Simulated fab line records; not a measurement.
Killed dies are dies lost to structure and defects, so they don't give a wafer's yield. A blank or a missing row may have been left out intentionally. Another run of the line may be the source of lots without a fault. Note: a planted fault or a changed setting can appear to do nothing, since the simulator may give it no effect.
Matching of chambers / flow n5_finfet / ald_hk-01 running N5_MIM_TOP_ALD_01: 4 sister chambers
The step deposits HfO2, target thk 5.6 nm, pulse time 1 s, purge time 3 s. 18 wafers are shown with their chamber, then 9 later ones without.

== WAFERS PAIRED WITH THEIR CHAMBERS ==
wafer=L845.1 chamber=2 precursor_pulse_height_rel=1.027
wafer=L845.2 chamber=1 precursor_pulse_height_rel=1.056
wafer=L845.3 chamber=3 precursor_pulse_height_rel=0.972
wafer=L846.1 chamber=2 precursor_pulse_height_rel=0.988
wafer=L846.4 chamber=3 precursor_pulse_height_rel=0.978
wafer=L846.5 chamber=1 precursor_pulse_height_rel=0.950
wafer=L847.1 chamber=3 precursor_pulse_height_rel=1.009
wafer=L847.5 chamber=2 precursor_pulse_height_rel=0.982
wafer=L847.6 chamber=1 precursor_pulse_height_rel=1.017
wafer=L849.2 chamber=2 precursor_pulse_height_rel=1.031
wafer=L849.5 chamber=3 precursor_pulse_height_rel=1.021
wafer=L849.6 chamber=0 precursor_pulse_height_rel=1.037
wafer=L861.1 chamber=3 precursor_pulse_height_rel=0.998
wafer=L861.4 chamber=1 precursor_pulse_height_rel=0.980
wafer=L861.5 chamber=1 precursor_pulse_height_rel=0.989
wafer=L862.3 chamber=3 precursor_pulse_height_rel=1.006
wafer=L862.4 chamber=0 precursor_pulse_height_rel=1.016
wafer=L862.5 chamber=0 precursor_pulse_height_rel=0.985

SIGNATURES (averages over the wafers above)
reading=precursor_pulse_height_rel; chamber 0=1.01267; chamber 1=0.99840; chamber 2=1.00700; chamber 3=0.99733; scatter within a chamber=0.0287
Rule: a wafer lies at a distance from a chamber equal to the root of the sum of squares, over the readings, of (its reading less the chamber's mean, divided by the reading's scatter). The wafer belongs to the nearest chamber; if the next one is less than 2 further off, it can't be placed. The scatter: take each reading less its chamber's mean, square it, sum over the shown wafers, divide by the number of wafers less the number of chambers, and take the root.

== WAFERS MISSING THEIR CHAMBER ==
wafer=L863.1 precursor_pulse_height_rel=0.969
wafer=L863.3 precursor_pulse_height_rel=1.043
wafer=L863.5 precursor_pulse_height_rel=1.030
wafer=L866.2 precursor_pulse_height_rel=0.995
wafer=L866.5 precursor_pulse_height_rel=0.970
wafer=L866.6 precursor_pulse_height_rel=1.000
wafer=L868.2 precursor_pulse_height_rel=0.990
wafer=L868.4 precursor_pulse_height_rel=0.988
wafer=L868.6 precursor_pulse_height_rel=1.008

== WHICH CHAMBER EACH ONE RAN IN ==
wafer=L863.1; from the rows above=can't be placed: 3 or 1 or 2 or 0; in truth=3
wafer=L863.3; from the rows above=can't be placed: 0 or 2 or 1 or 3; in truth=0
wafer=L863.5; from the rows above=can't be placed: 0 or 2 or 1 or 3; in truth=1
wafer=L866.2; from the rows above=can't be placed: 3 or 1 or 2 or 0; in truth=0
wafer=L866.5; from the rows above=can't be placed: 3 or 1 or 2 or 0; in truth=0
wafer=L866.6; from the rows above=can't be placed: 1 or 3 or 2 or 0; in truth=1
wafer=L868.2; from the rows above=can't be placed: 3 or 1 or 2 or 0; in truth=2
wafer=L868.4; from the rows above=can't be placed: 3 or 1 or 2 or 0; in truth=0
wafer=L868.6; from the rows above=can't be placed: 2 or 0 or 1 or 3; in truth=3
Correct placement for 0 of the 9. Cannot be placed on the basis of these rows: 9; the candidates contain the true chamber in 9. 0 placed wrongly.
